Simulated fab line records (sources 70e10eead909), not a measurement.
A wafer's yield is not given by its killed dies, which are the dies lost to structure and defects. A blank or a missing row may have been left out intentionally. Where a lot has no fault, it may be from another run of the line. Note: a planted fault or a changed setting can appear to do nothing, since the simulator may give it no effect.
Matching of chambers -- flow nand_harc -- pecvd-01 running NHARC_A_BONDPAD_DEP_00: 3 sister chambers
The step deposits SiCN, target thk 250 nm. 3 wafers are shown with their chamber, then 12 later ones without.

## WAFERS WITH THEIR CHAMBER
wafer,chamber,heater_power_w (W)
L091.1,0,661
L091.2,1,604
L091.3,2,515

## WAFERS WHOSE CHAMBER IS MISSING
wafer,heater_power_w (W)
L093.1,550
L093.2,590
L093.4,590
L094.1,556
L094.2,649
L094.5,564
L097.2,539
L097.5,683
L097.6,549
L096.1,561
L096.2,734
L096.6,579

## THE CHAMBER EACH PASSED THROUGH
wafer,from the rows above,in truth
L093.1,can't be placed: 2 or 1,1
L093.2,can't be placed: 1 or 0 or 2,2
L093.4,can't be placed: 1 or 0 or 2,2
L094.1,can't be placed: 2 or 1 or 0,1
L094.2,can't be placed: 0 or 1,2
L094.5,can't be placed: 1 or 2 or 0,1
L097.2,can't be placed: 2 or 1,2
L097.5,can't be placed: 0 or 1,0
L097.6,can't be placed: 2 or 1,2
L096.1,can't be placed: 1 or 2 or 0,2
L096.2,can't be placed: 0 or 1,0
L096.6,can't be placed: 1 or 2 or 0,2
Correctly placed: 0 of 12. From these rows, 12 cannot be placed; in 11 the true chamber is one of the candidates. Wrongly placed: 0.
How it was worked out, from the rows above alone: a wafer's distance from a chamber is the root of the sum, over the readings, of the square of ((its reading less the chamber's mean) divided by the reading's scatter). If the next closest chamber is less than 2 further off than the closest, the wafer can't be placed; otherwise it belongs to the closest. Each chamber's mean is taken over the wafers shown for it. The scatter: root of mean squared gap, hidden wafer to nearest shown wafer, with one shown wafer a chamber.
